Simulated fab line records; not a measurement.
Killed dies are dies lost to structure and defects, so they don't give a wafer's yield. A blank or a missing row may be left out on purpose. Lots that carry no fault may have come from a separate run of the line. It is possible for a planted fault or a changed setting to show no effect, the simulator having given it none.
Chamber matching    flow nandHarc    NHARC_P_M1_CMP_23 on cmp-01: 4 sister chambers
The step polishes, t overpolish 20 s, target thk 157.82 nm. 18 wafers are shown with their chamber, then 9 later ones without.

WAFERS, EACH WITH ITS CHAMBER
wafer   chamber  timeToEndpointS (s)  motorCurrentA (A)
L074.1  0        26                   11.3
L074.5  1        25                   12.4
L074.6  2        23                   12.4
L075.1  3        34                   12.1
L075.4  0        28                   10.8
L075.5  2        24                   12.5
L077.4  2        27                   12.9
L077.5  2        24                   13.2
L077.6  3        32                   11.5
L079.3  3        34                   12.0
L079.4  0        28                   10.4
L079.5  2        22                   12.4
L084.1  2        23                   12.3
L084.5  2        23                   12.0
L084.6  3        31                   12.0
L089.2  3        30                   11.6
L089.3  2        21                   11.9
L089.5  3        30                   11.0

SIGNATURES (means of the wafers above)
reading          chamber 0  chamber 1  chamber 2  chamber 3  scatter within a chamber
timeToEndpointS  27.33      25.00      23.38      31.83      1.72
motorCurrentA    10.833     12.400     12.450     11.700     0.43
Rule: a wafer's distance from a chamber is the root of the sum, over the readings, of the square of ((its reading less the chamber's mean) divided by the reading's scatter). If the next closest chamber is less than 2 further off than the closest, the wafer can't be placed; otherwise it belongs to the closest. The scatter: take each reading less its chamber's mean, square it, sum over the shown wafers, divide by the number of wafers less the number of chambers, and take the root.

WAFERS MISSING THEIR CHAMBER
wafer   timeToEndpointS (s)  motorCurrentA (A)
L090.2  30                   12.9
L090.3  24                   12.5
L090.4  25                   12.2
L095.3  28                   11.4
L095.5  21                   12.9
L095.6  26                   11.4
L096.1  25                   10.8
L096.2  23                   12.4
L096.5  28                   11.3

WHICH CHAMBER EACH ONE RAN IN
wafer   from the rows above                in truth
L090.2  can't be placed: 3 or 1 or 2       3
L090.3  can't be placed: 2 or 1            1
L090.4  can't be placed: 1 or 2            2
L095.3  can't be placed: 0 or 3 or 1       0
L095.5  can't be placed: 2 or 1            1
L095.6  can't be placed: 0 or 1 or 2 or 3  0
L096.1  0                                  0
L096.2  can't be placed: 2 or 1            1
L096.5  can't be placed: 0 or 3 or 1       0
Correctly placed: 1 of 9. These rows do not allow placing 8 (true chamber among the candidates in 8). 0 placed wrongly.
